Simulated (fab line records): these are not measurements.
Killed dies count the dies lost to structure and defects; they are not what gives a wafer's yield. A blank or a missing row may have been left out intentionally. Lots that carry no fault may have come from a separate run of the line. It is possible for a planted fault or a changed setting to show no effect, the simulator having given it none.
A lot that was struck, set against a sound lot :: flow nand-harc :: 13 out of 1159 route steps
Sound: wafers L391.1, L391.2, L391.4. Struck: wafers L385.1, L385.2, L385.6. The cause is named last.
At each step with rows: each side's tool, then ch and its chambers, then its first start. Under that, the readings that differ: sound wafers :: struck wafers :: difference of the means :: sigmas: that difference in standard deviations of wafers without a fault.
alike: words and numbers the same on both sides, and readings whose means are apart by under 2 such deviations; not compared: readings that were withheld, readings missing a value for some wafer, numbers with overlapping values and no deviation given by the record, and bounds like >300 which may hide the same value.
The two part at a step that has a row with sigmas, a row that says differs or no value, or rows on one side only. When numbers do not overlap yet have no deviation, they are printed without sigmas and do not part them. A reading missing from all wafers of one side parts the sides only when that side holds two or more wafers.

first, 1 step without rows for these wafers: NHARC_P_M0_SRD_25.
NHARC_P_M0_INSPECT_27:
  sound on defect-inspect-02, day 10 14:01; struck on defect-inspect-01, day 9 11:28
  alike: raw-defect-count
NHARC_P_M0_PRE_CLEAN_31: time 12 s.
  sound on pecvd-03 ch 1,2, day 10 14:05; struck on pecvd-01 ch 0,1, day 9 11:41
  alike: heater-power-w
NHARC_P_M0_DEP_32: deposits SiCN, target thk 30 nm.
  sound on pecvd-03 ch 1,2, day 10 14:12; struck on pecvd-01 ch 0,1, day 9 11:48
  alike: heater-power-w
then, 7 steps without rows for these wafers: NHARC_P_M1_DEP_00 (deposits SiOC, target thk 182.5 nm); NHARC_P_M1_DEHYDRATE_01 (time 120 s); NHARC_P_M1_HMDS_02 (time 30 s); NHARC_P_M1_COAT_34 (time 65 s); NHARC_P_M1_COAT_03 (resist thk 90 nm); NHARC_P_M1_SOFTBAKE_04 (time 55 s); NHARC_P_M1_EBR_05.
NHARC_P_M1_EXPOSE_06: exposes mask P M1, target cd 130 nm.
  struck on arfi-scanner-02, day 9 12:45; sound on arfi-scanner-03 ch 0, day 10 15:26
  no value came back on the struck wafers for exposure-dose-mJ-cm2, focus-offset-nm (nm); on the sound wafers exposure-dose-mJ-cm2 reads 81.78 81.76 81.81
  alike: mask
then, 1 step without rows for these wafers: NHARC_P_M1_PEB_07 (peb time 65 s).

## WHERE THEY PART
NHARC_P_M1_EXPOSE_06 only, going by this record.

WHY: whatever the simulator had introduced
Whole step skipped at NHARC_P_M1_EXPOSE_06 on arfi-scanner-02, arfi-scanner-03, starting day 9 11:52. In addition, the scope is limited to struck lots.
